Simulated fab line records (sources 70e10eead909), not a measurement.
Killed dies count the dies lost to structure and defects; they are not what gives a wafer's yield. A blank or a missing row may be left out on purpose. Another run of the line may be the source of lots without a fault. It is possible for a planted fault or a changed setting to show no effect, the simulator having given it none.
Which of the tools did it? + flow nand-harc + 22 lots with 66 wafers sampled at 6 steps, on a route of 1302 steps

== WHAT EACH GAUGE READ, for each wafer ==
No reading from a measuring or inspecting step in the record can be judged against a usual standard deviation.

== EACH LOT AND THE TOOL THAT RAN IT (in order: tool; ch and the chambers of the sampled wafers; start) ==
| lot  | NHARC_A_STAIRCASE_DESCUM_186       | NHARC_A_STAIRCASE_ETCH_194                    | NHARC_A_STAIRCASE_ETCH_201                    | NHARC_A_STAIRCASE_STRIP_205          | NHARC_A_STAIRCASE_TRIM_222     | NHARC_A_STAIRCASE_TRIM_224     |
|------|------------------------------------|-----------------------------------------------|-----------------------------------------------|--------------------------------------|--------------------------------|--------------------------------|
| L074 | rie-diel-13 ch 0,2,3, day 16 03:46 | rie-diel-13 ch 0,2,3, day 16 06:13 or earlier | rie-diel-02 ch 0,1,2, day 16 06:13 or earlier | plasma-asher-02 ch 0,1, day 16 06:13 | rie-diel-01 ch 0,2, no start   | rie-diel-01 ch 0,2,3, no start |
| L075 | rie-diel-13 ch 0,1,2, day 16 03:58 | rie-diel-13 ch 0,1,3, day 16 06:23 or earlier | rie-diel-01 ch 1,2,3, day 16 06:23 or earlier | plasma-asher-01 ch 0,1, day 16 06:23 | rie-diel-13 ch 0,2,3, no start | rie-diel-13 ch 0,1,3, no start |
| L076 | rie-diel-02 ch 1,2, day 16 16:04   | rie-diel-02 ch 0,1,2, day 16 18:16 or earlier | rie-diel-02 ch 0,1, day 16 18:16 or earlier   | plasma-asher-01 ch 0,1, day 16 18:16 | rie-diel-01 ch 0,1,2, no start | rie-diel-01 ch 0,2,3, no start |
| L078 | rie-diel-01 ch 0,3, day 17 06:45   | rie-diel-01 ch 0,2,3, day 17 12:43 or earlier | rie-diel-13 ch 1,2, day 17 12:43 or earlier   | plasma-asher-02 ch 0,1, day 17 12:43 | rie-diel-13 ch 0,1, no start   | rie-diel-01 ch 1,2, no start   |
| L077 | rie-diel-01 ch 0,1,3, day 17 10:32 | rie-diel-01 ch 1,2,3, day 17 13:59 or earlier | rie-diel-01 ch 1,2,3, day 17 13:59 or earlier | plasma-asher-01 ch 0,1, day 17 13:59 | rie-diel-01 ch 0,1,3, no start | rie-diel-01 ch 0,1,2, no start |
| L080 | rie-diel-13 ch 0,1, day 18 01:26   | rie-diel-13 ch 0,1,2, day 18 04:15 or earlier | rie-diel-01 ch 0,1, day 18 04:15 or earlier   | plasma-asher-01 ch 0, day 18 04:15   | rie-diel-01 ch 0,2,3, no start | rie-diel-01 ch 0,3, no start   |
| L081 | rie-diel-13 ch 1,2, day 18 11:34   | rie-diel-13 ch 0,1,2, day 18 14:07 or earlier | rie-diel-13 ch 1,2, day 18 14:07 or earlier   | plasma-asher-02 ch 0,1, day 18 14:07 | rie-diel-02 ch 0,1,3, no start | rie-diel-02 ch 1,2,3, no start |
| L082 | rie-diel-01 ch 1,2,3, day 19 19:31 | rie-diel-01 ch 0,1,2, day 19 21:49 or earlier | rie-diel-13 ch 1,2,3, day 19 21:49 or earlier | plasma-asher-02 ch 0,1, day 19 21:49 | rie-diel-13 ch 1,2,3, no start | rie-diel-13 ch 0,1,3, no start |
| L083 | rie-diel-02 ch 0,1,3, day 20 01:29 | rie-diel-02 ch 0,1, day 20 03:43 or earlier   | rie-diel-01 ch 1,2,3, day 20 03:43 or earlier | plasma-asher-01 ch 1, day 20 03:43   | rie-diel-02 ch 0,1,2, no start | rie-diel-02 ch 0,1,2, no start |
| L086 | rie-diel-13 ch 0,1,3, day 20 01:38 | rie-diel-13 ch 1,2,3, day 20 03:49 or earlier | rie-diel-02 ch 0,1,2, day 20 03:49 or earlier | plasma-asher-02 ch 0,1, day 20 03:49 | rie-diel-02 ch 0,1,3, no start | rie-diel-02 ch 1,2,3, no start |
| L084 | rie-diel-02 ch 1,2,3, day 20 04:00 | rie-diel-02 ch 1,2,3, day 20 06:41 or earlier | rie-diel-02 ch 0,1,2, day 20 06:41 or earlier | plasma-asher-02 ch 0,1, day 20 06:41 | rie-diel-02 ch 0,2,3, no start | rie-diel-02 ch 0,2,3, no start |
| L085 | rie-diel-02 ch 0,1,3, day 20 13:15 | rie-diel-02 ch 0,1,3, day 20 15:55 or earlier | rie-diel-01 ch 0,3, day 20 15:55 or earlier   | plasma-asher-02 ch 0,1, day 20 15:55 | rie-diel-02 ch 0,3, no start   | rie-diel-02 ch 1,2,3, no start |
| L087 | rie-diel-02 ch 1,2, day 21 12:03   | rie-diel-02 ch 2,3, day 21 14:16 or earlier   | rie-diel-01 ch 1,2, day 21 14:16 or earlier   | plasma-asher-02 ch 0,1, day 21 14:16 | rie-diel-13 ch 2,3, no start   | rie-diel-13 ch 2,3, no start   |
| L088 | rie-diel-01 ch 0,2,3, day 21 22:32 | rie-diel-01 ch 0,1,2, day 22 00:43 or earlier | rie-diel-02 ch 0,1,3, day 22 00:43 or earlier | plasma-asher-02 ch 0,1, day 22 00:43 | rie-diel-13 ch 2,3, no start   | rie-diel-13 ch 1,3, no start   |
| L089 | rie-diel-13 ch 1,2,3, day 21 23:31 | rie-diel-13 ch 2,3, day 22 01:57 or earlier   | rie-diel-01 ch 1,3, day 22 01:57 or earlier   | plasma-asher-02 ch 0,1, day 22 01:57 | rie-diel-01 ch 0,1,3, no start | rie-diel-01 ch 0,2,3, no start |
| L091 | rie-diel-01 ch 1,2, day 22 07:20   | rie-diel-01 ch 0,2,3, day 22 09:48 or earlier | rie-diel-01 ch 0,1,3, day 22 09:48 or earlier | plasma-asher-02 ch 0,1, day 22 09:48 | rie-diel-02 ch 1,2,3, no start | rie-diel-02 ch 0,1,3, no start |
| L090 | rie-diel-02 ch 0,1,2, day 22 11:30 | rie-diel-02 ch 0,1, day 22 13:47 or earlier   | rie-diel-02 ch 0,1,3, day 22 13:47 or earlier | plasma-asher-01 ch 0,1, day 22 13:47 | rie-diel-01 ch 2,3, no start   | rie-diel-01 ch 2,3, no start   |
| L093 | rie-diel-02 ch 1,3, day 23 14:51   | rie-diel-02 ch 0,2, day 23 17:06 or earlier   | rie-diel-02 ch 1,3, day 23 17:06 or earlier   | plasma-asher-02 ch 0,1, day 23 17:06 | rie-diel-13 ch 1,2, no start   | rie-diel-13 ch 0,2,3, no start |
| L092 | rie-diel-13 ch 1,2, day 23 16:18   | rie-diel-13 ch 1,2,3, day 23 18:32 or earlier | rie-diel-02 ch 1,2,3, day 23 18:32 or earlier | plasma-asher-02 ch 0,1, day 23 18:32 | rie-diel-01 ch 0,1,3, no start | rie-diel-01 ch 0,3, no start   |
| L094 | rie-diel-02 ch 0,2,3, day 24 03:32 | rie-diel-02 ch 2,3, day 24 05:41 or earlier   | rie-diel-01 ch 1,2,3, day 24 05:41 or earlier | plasma-asher-01 ch 0,1, day 24 05:41 | rie-diel-13 ch 0,2,3, no start | rie-diel-13 ch 0,1,2, no start |
| L095 | rie-diel-01 ch 0,1,3, day 24 20:42 | rie-diel-01 ch 0,1, day 24 23:09 or earlier   | rie-diel-13 ch 0,1,3, day 24 23:09 or earlier | plasma-asher-01 ch 1, day 24 23:09   | rie-diel-01 ch 0,2,3, no start | rie-diel-01 ch 0,2,3, no start |
| L096 | rie-diel-13 ch 0,1,3, day 24 21:20 | rie-diel-13 ch 1,2,3, day 24 23:46 or earlier | rie-diel-01 ch 0,1,3, day 24 23:46 or earlier | plasma-asher-02 ch 0,1, day 24 23:46 | rie-diel-13 ch 0,1,2, no start | rie-diel-13 ch 1,2, no start   |
- NHARC_A_STAIRCASE_DESCUM_186: chemistry O2, time 3 s.
- NHARC_A_STAIRCASE_ETCH_194: etches the open film in C4F8/O2, target depth 100 nm, time 40.5 s.
- NHARC_A_STAIRCASE_ETCH_201: etches the open film in C4F8/O2, target depth 100 nm, time 40.5 s.
- NHARC_A_STAIRCASE_STRIP_205: strips in O2.
- NHARC_A_STAIRCASE_TRIM_222: chemistry O2, time 211.2 s.
- NHARC_A_STAIRCASE_TRIM_224: chemistry O2, time 211.2 s.

== AS READ BY THE TOOLS THEMSELVES (means over the sampled wafers that have a number; for cases with no such wafer, the mark the record gives instead) ==
NHARC_A_STAIRCASE_DESCUM_186. Usual: chamber-pressure-mTorr 60.00 mTorr, standard deviation 0.057; drypump-motor-current-A 5.6 A, standard deviation 0.38; oes-product-au 1.000 a.u., standard deviation 0.016; rf-vpp-V 57.9 V, standard deviation 0.88; showerhead-plenum-p-Torr 1.92 Torr, standard deviation 0.096; throttle-valve-pct 11.311 %, standard deviation 0.0078.
| lot  | tool        | chamber-pressure-mTorr (mTorr) | drypump-motor-current-A (A) | oes-product-au (a.u.) | rf-vpp-V (V) | showerhead-plenum-p-Torr (Torr) | throttle-valve-pct (%) | flag |
|------|-------------|--------------------------------|-----------------------------|-----------------------|--------------|---------------------------------|------------------------|------|
| L074 | rie-diel-13 | 60.02                          | 5.7                         | 1.009                 | 57.9         | 1.94                            | 11.314                 |      |
| L075 | rie-diel-13 | 60.08                          | 6.0                         | 1.002                 | 58.5         | 1.96                            | 11.312                 |      |
| L076 | rie-diel-02 | 59.99                          | 5.7                         | 1.031                 | 57.6         | 1.87                            | 11.308                 |      |
| L078 | rie-diel-01 | 59.96                          | 5.5                         | 0.985                 | 57.4         | 1.92                            | 11.308                 |      |
| L077 | rie-diel-01 | 59.94                          | 5.6                         | 0.989                 | 58.6         | 1.91                            | 11.310                 |      |
| L080 | rie-diel-13 | 59.94                          | 6.2                         | 1.006                 | 57.6         | 1.87                            | 11.305                 |      |
| L081 | rie-diel-13 | 60.05                          | 5.7                         | 0.987                 | 57.3         | 2.03                            | 11.315                 |      |
| L082 | rie-diel-01 | 59.98                          | 5.5                         | 0.981                 | 56.9         | 1.91                            | 11.313                 |      |
| L083 | rie-diel-02 | 60.00                          | 5.4                         | 1.002                 | 57.1         | 1.93                            | 11.307                 |      |
| L086 | rie-diel-13 | 60.01                          | 5.9                         | 1.010                 | 57.4         | 1.93                            | 11.306                 |      |
| L084 | rie-diel-02 | 59.98                          | 5.6                         | 1.001                 | 58.2         | 1.94                            | 11.311                 |      |
| L085 | rie-diel-02 | 60.07                          | 5.4                         | 1.001                 | 58.3         | 1.93                            | 11.307                 |      |
| L087 | rie-diel-02 | 59.99                          | 5.6                         | 1.020                 | 58.1         | 1.90                            | 11.313                 |      |
| L088 | rie-diel-01 | 59.96                          | 5.6                         | 0.987                 | 57.9         | 1.87                            | 11.316                 |      |
| L089 | rie-diel-13 | 59.99                          | 5.6                         | 1.021                 | 57.5         | 2.01                            | 11.309                 |      |
| L091 | rie-diel-01 | 60.03                          | 5.7                         | 0.982                 | 57.7         | 1.90                            | 11.319                 |      |
| L090 | rie-diel-02 | 59.96                          | 5.6                         | 1.000                 | 57.2         | 1.85                            | 11.321                 |      |
| L093 | rie-diel-02 | 60.04                          | 5.3                         | 0.996                 | 58.2         | 2.00                            | 11.308                 |      |
| L092 | rie-diel-13 | 59.98                          | 5.9                         | 1.006                 | 59.0         | 2.02                            | 11.314                 |      |
| L094 | rie-diel-02 | 60.02                          | 5.6                         | 0.988                 | 58.2         | 1.87                            | 11.312                 |      |
| L095 | rie-diel-01 | 59.96                          | 5.7                         | 0.992                 | 58.3         | 1.89                            | 11.311                 |      |
| L096 | rie-diel-13 | 60.00                          | 5.9                         | 1.005                 | 57.8         | 1.92                            | 11.305                 |      |

NHARC_A_STAIRCASE_ETCH_194. Usual: chamber-pressure-mTorr 25.001 mTorr, standard deviation 0.023; oes-product-au 0.943 a.u., standard deviation 0.015; rf-vpp-V 896 V, standard deviation 5.9.
| lot  | tool        | chamber-pressure-mTorr (mTorr) | oes-product-au (a.u.) | rf-vpp-V (V) | flag |
|------|-------------|--------------------------------|-----------------------|--------------|------|
| L074 | rie-diel-13 | 25.015                         | 0.947                 | 897          |      |
| L075 | rie-diel-13 | 25.003                         | 0.964                 | 898          |      |
| L076 | rie-diel-02 | 24.989                         | 0.965                 | 893          |      |
| L078 | rie-diel-01 | 25.008                         | 0.922                 | 895          |      |
| L077 | rie-diel-01 | 25.000                         | 0.926                 | 896          |      |
| L080 | rie-diel-13 | 25.000                         | 0.941                 | 898          |      |
| L081 | rie-diel-13 | 24.999                         | 0.952                 | 899          |      |
| L082 | rie-diel-01 | 24.994                         | 0.940                 | 893          |      |
| L083 | rie-diel-02 | 24.982                         | 0.940                 | 893          |      |
| L086 | rie-diel-13 | 25.000                         | 0.957                 | 903          |      |
| L084 | rie-diel-02 | 25.004                         | 0.937                 | 897          |      |
| L085 | rie-diel-02 | 25.015                         | 0.942                 | 898          |      |
| L087 | rie-diel-02 | 25.007                         | 0.942                 | 894          |      |
| L088 | rie-diel-01 | 25.029                         | 0.941                 | 894          |      |
| L089 | rie-diel-13 | 25.012                         | 0.958                 | 901          |      |
| L091 | rie-diel-01 | 25.003                         | 0.934                 | 894          |      |
| L090 | rie-diel-02 | 25.021                         | 0.937                 | 893          |      |
| L093 | rie-diel-02 | 24.999                         | 0.941                 | 889          |      |
| L092 | rie-diel-13 | 24.993                         | 0.955                 | 901          |      |
| L094 | rie-diel-02 | 24.981                         | 0.936                 | 893          |      |
| L095 | rie-diel-01 | 24.982                         | 0.930                 | 893          |      |
| L096 | rie-diel-13 | 25.004                         | 0.940                 | 902          |      |

NHARC_A_STAIRCASE_ETCH_201. Usual: chamber-pressure-mTorr 25.001 mTorr, standard deviation 0.025; oes-product-au 0.943 a.u., standard deviation 0.016; rf-vpp-V 895 V, standard deviation 5.2.
| lot  | tool        | chamber-pressure-mTorr (mTorr) | oes-product-au (a.u.) | rf-vpp-V (V) | flag |
|------|-------------|--------------------------------|-----------------------|--------------|------|
| L074 | rie-diel-02 | 25.007                         | 0.954                 | 893          |      |
| L075 | rie-diel-01 | 24.988                         | 0.941                 | 896          |      |
| L076 | rie-diel-02 | 25.013                         | 0.950                 | 892          |      |
| L078 | rie-diel-13 | 25.006                         | 0.957                 | 902          |      |
| L077 | rie-diel-01 | 25.011                         | 0.941                 | 897          |      |
| L080 | rie-diel-01 | 25.027                         | 0.934                 | 895          |      |
| L081 | rie-diel-13 | 24.990                         | 0.943                 | 902          |      |
| L082 | rie-diel-13 | 25.010                         | 0.944                 | 902          |      |
| L083 | rie-diel-01 | 25.017                         | 0.936                 | 896          |      |
| L086 | rie-diel-02 | 24.994                         | 0.944                 | 893          |      |
| L084 | rie-diel-02 | 25.002                         | 0.931                 | 892          |      |
| L085 | rie-diel-01 | 24.993                         | 0.943                 | 893          |      |
| L087 | rie-diel-01 | 25.018                         | 0.935                 | 893          |      |
| L088 | rie-diel-02 | 24.975                         | 0.953                 | 896          |      |
| L089 | rie-diel-01 | 25.002                         | 0.928                 | 898          |      |
| L091 | rie-diel-01 | 24.978                         | 0.932                 | 894          |      |
| L090 | rie-diel-02 | 24.995                         | 0.951                 | 896          |      |
| L093 | rie-diel-02 | 24.998                         | 0.957                 | 900          |      |
| L092 | rie-diel-02 | 24.987                         | 0.942                 | 896          |      |
| L094 | rie-diel-01 | 24.996                         | 0.940                 | 895          |      |
| L095 | rie-diel-13 | 24.990                         | 0.958                 | 897          |      |
| L096 | rie-diel-01 | 25.014                         | 0.943                 | 895          |      |

NHARC_A_STAIRCASE_STRIP_205. Usual: drypump-motor-current-A 5.9 A, standard deviation 0.38; heater-power-w 352 W, standard deviation 40.
| lot  | tool            | drypump-motor-current-A (A) | heater-power-w (W) | flag |
|------|-----------------|-----------------------------|--------------------|------|
| L074 | plasma-asher-02 | 5.9                         | 368                |      |
| L075 | plasma-asher-01 | 5.8                         | 343                |      |
| L076 | plasma-asher-01 | 5.6                         | 317                |      |
| L078 | plasma-asher-02 | 6.1                         | 349                |      |
| L077 | plasma-asher-01 | 5.6                         | 323                |      |
| L080 | plasma-asher-01 | 5.5                         | 292                |      |
| L081 | plasma-asher-02 | 6.1                         | 345                |      |
| L082 | plasma-asher-02 | 5.8                         | 380                |      |
| L083 | plasma-asher-01 | 6.1                         | 366                |      |
| L086 | plasma-asher-02 | 5.8                         | 372                |      |
| L084 | plasma-asher-02 | 6.1                         | 351                |      |
| L085 | plasma-asher-02 | 6.1                         | 345                |      |
| L087 | plasma-asher-02 | 6.1                         | 346                |      |
| L088 | plasma-asher-02 | 5.8                         | 383                |      |
| L089 | plasma-asher-02 | 6.1                         | 343                |      |
| L091 | plasma-asher-02 | 5.8                         | 376                |      |
| L090 | plasma-asher-01 | 5.8                         | 348                |      |
| L093 | plasma-asher-02 | 6.1                         | 356                |      |
| L092 | plasma-asher-02 | 6.1                         | 343                |      |
| L094 | plasma-asher-01 | 5.6                         | 330                |      |
| L095 | plasma-asher-01 | 6.0                         | 374                |      |
| L096 | plasma-asher-02 | 6.1                         | 352                |      |

NHARC_A_STAIRCASE_TRIM_222. Usual: chamber-pressure-mTorr 60.01 mTorr, standard deviation 0.054; drypump-motor-current-A 5.7 A, standard deviation 0.38; oes-product-au 1.002 a.u., standard deviation 0.016; rf-vpp-V 57.8 V, standard deviation 0.89; showerhead-plenum-p-Torr 3.54 Torr, standard deviation 0.15; throttle-valve-pct 17.036 %, standard deviation 0.0088.
| lot  | tool        | chamber-pressure-mTorr (mTorr) | drypump-motor-current-A (A) | oes-product-au (a.u.) | rf-vpp-V (V) | showerhead-plenum-p-Torr (Torr) | throttle-valve-pct (%) | flag |
|------|-------------|--------------------------------|-----------------------------|-----------------------|--------------|---------------------------------|------------------------|------|
| L074 | rie-diel-01 | 59.98                          | 5.9                         | 0.988                 | 57.7         | 3.42                            | 17.031                 |      |
| L075 | rie-diel-13 | 60.00                          | 5.7                         | 1.015                 | 57.4         | 3.57                            | 17.038                 |      |
| L076 | rie-diel-01 | 60.05                          | 5.8                         | 1.000                 | 57.7         | 3.46                            | 17.038                 |      |
| L078 | rie-diel-13 | 60.00                          | 6.3                         | 1.010                 | 57.9         | 3.45                            | 17.031                 |      |
| L077 | rie-diel-01 | 60.01                          | 5.7                         | 0.990                 | 58.4         | 3.53                            | 17.039                 |      |
| L080 | rie-diel-01 | 60.04                          | 5.7                         | 1.005                 | 57.3         | 3.47                            | 17.037                 |      |
| L081 | rie-diel-02 | 59.99                          | 5.4                         | 1.004                 | 57.3         | 3.56                            | 17.024                 |      |
| L082 | rie-diel-13 | 59.99                          | 5.6                         | 1.014                 | 58.4         | 3.70                            | 17.035                 |      |
| L083 | rie-diel-02 | 59.97                          | 5.6                         | 1.007                 | 57.5         | 3.43                            | 17.035                 |      |
| L086 | rie-diel-02 | 60.03                          | 5.4                         | 1.004                 | 58.2         | 3.56                            | 17.042                 |      |
| L084 | rie-diel-02 | 60.00                          | 5.6                         | 1.000                 | 56.9         | 3.48                            | 17.031                 |      |
| L085 | rie-diel-02 | 59.98                          | 5.4                         | 0.999                 | 57.8         | 3.60                            | 17.043                 |      |
| L087 | rie-diel-13 | 60.06                          | 5.4                         | 1.010                 | 57.3         | 3.69                            | 17.037                 |      |
| L088 | rie-diel-13 | 59.98                          | 5.3                         | 1.026                 | 57.9         | 3.67                            | 17.039                 |      |
| L089 | rie-diel-01 | 60.00                          | 5.7                         | 0.985                 | 58.3         | 3.51                            | 17.036                 |      |
| L091 | rie-diel-02 | 59.99                          | 5.5                         | 1.011                 | 57.2         | 3.56                            | 17.038                 |      |
| L090 | rie-diel-01 | 59.99                          | 5.5                         | 0.988                 | 57.2         | 3.46                            | 17.032                 |      |
| L093 | rie-diel-13 | 59.99                          | 5.7                         | 1.008                 | 58.3         | 3.70                            | 17.038                 |      |
| L092 | rie-diel-01 | 60.04                          | 5.7                         | 0.981                 | 56.9         | 3.50                            | 17.042                 |      |
| L094 | rie-diel-13 | 60.03                          | 5.7                         | 1.012                 | 57.8         | 3.54                            | 17.038                 |      |
| L095 | rie-diel-01 | 59.96                          | 5.7                         | 0.987                 | 57.1         | 3.44                            | 17.034                 |      |
| L096 | rie-diel-13 | 59.98                          | 6.0                         | 1.014                 | 57.4         | 3.56                            | 17.035                 |      |

NHARC_A_STAIRCASE_TRIM_224. Usual: chamber-pressure-mTorr 60.00 mTorr, standard deviation 0.054; drypump-motor-current-A 5.6 A, standard deviation 0.37; oes-product-au 0.998 a.u., standard deviation 0.017; rf-vpp-V 57.7 V, standard deviation 0.98; showerhead-plenum-p-Torr 3.54 Torr, standard deviation 0.15; throttle-valve-pct 17.035 %, standard deviation 0.0085.
| lot  | tool        | chamber-pressure-mTorr (mTorr) | drypump-motor-current-A (A) | oes-product-au (a.u.) | rf-vpp-V (V) | showerhead-plenum-p-Torr (Torr) | throttle-valve-pct (%) | flag |
|------|-------------|--------------------------------|-----------------------------|-----------------------|--------------|---------------------------------|------------------------|------|
| L074 | rie-diel-01 | 60.01                          | 5.7                         | 0.992                 | 57.4         | 3.48                            | 17.035                 |      |
| L075 | rie-diel-13 | 60.02                          | 5.9                         | 1.022                 | 57.0         | 3.58                            | 17.034                 |      |
| L076 | rie-diel-01 | 60.02                          | 5.7                         | 0.990                 | 57.3         | 3.48                            | 17.032                 |      |
| L078 | rie-diel-01 | 59.98                          | 5.7                         | 0.990                 | 57.4         | 3.47                            | 17.039                 |      |
| L077 | rie-diel-01 | 60.00                          | 5.9                         | 0.989                 | 57.3         | 3.46                            | 17.034                 |      |
| L080 | rie-diel-01 | 59.99                          | 5.5                         | 0.984                 | 57.5         | 3.54                            | 17.051                 |      |
| L081 | rie-diel-02 | 60.03                          | 5.5                         | 0.997                 | 58.8         | 3.57                            | 17.033                 |      |
| L082 | rie-diel-13 | 59.98                          | 5.9                         | 1.016                 | 58.1         | 3.56                            | 17.035                 |      |
| L083 | rie-diel-02 | 60.00                          | 5.6                         | 1.004                 | 57.8         | 3.43                            | 17.029                 |      |
| L086 | rie-diel-02 | 60.02                          | 5.6                         | 1.005                 | 57.7         | 3.57                            | 17.029                 |      |
| L084 | rie-diel-02 | 60.00                          | 5.6                         | 0.996                 | 57.4         | 3.48                            | 17.036                 |      |
| L085 | rie-diel-02 | 60.02                          | 5.6                         | 1.009                 | 58.3         | 3.56                            | 17.037                 |      |
| L087 | rie-diel-13 | 59.96                          | 5.4                         | 1.015                 | 58.4         | 3.69                            | 17.031                 |      |
| L088 | rie-diel-13 | 60.01                          | 5.9                         | 1.024                 | 58.1         | 3.70                            | 17.035                 |      |
| L089 | rie-diel-01 | 60.04                          | 5.7                         | 0.985                 | 58.1         | 3.45                            | 17.038                 |      |
| L091 | rie-diel-02 | 60.03                          | 5.4                         | 1.005                 | 57.3         | 3.55                            | 17.033                 |      |
| L090 | rie-diel-01 | 60.07                          | 5.5                         | 0.986                 | 57.7         | 3.46                            | 17.038                 |      |
| L093 | rie-diel-13 | 60.04                          | 5.7                         | 1.019                 | 57.8         | 3.55                            | 17.038                 |      |
| L092 | rie-diel-01 | 60.01                          | 5.5                         | 0.979                 | 58.0         | 3.51                            | 17.033                 |      |
| L094 | rie-diel-13 | 59.96                          | 6.0                         | 1.004                 | 58.3         | 3.57                            | 17.032                 |      |
| L095 | rie-diel-01 | 59.97                          | 5.7                         | 0.988                 | 57.6         | 3.44                            | 17.030                 |      |
| L096 | rie-diel-13 | 60.01                          | 5.7                         | 0.997                 | 57.6         | 3.70                            | 17.034                 |      |

== THE ANSWER, worked out from the rows above alone ==
Rule: a lot counts as off when the mean over its wafers that have a number is more than 3 standard deviations away from the usual mean. Also off: a lot with no number at a reading for which 4 or more lots have one. All remaining lots with rows at the step are treated as sound. The gauges are gone through in route order, then the tools' own readings, and for those a lot's mean is taken as printed above. At the first step where some lot is off, the reading lying furthest off is the one used; lots without a number count as furthest.
Nothing can be told from this: no lot is off at any reading shown.

== WHAT HAD BEEN PUT IN BY THE SIMULATOR ==
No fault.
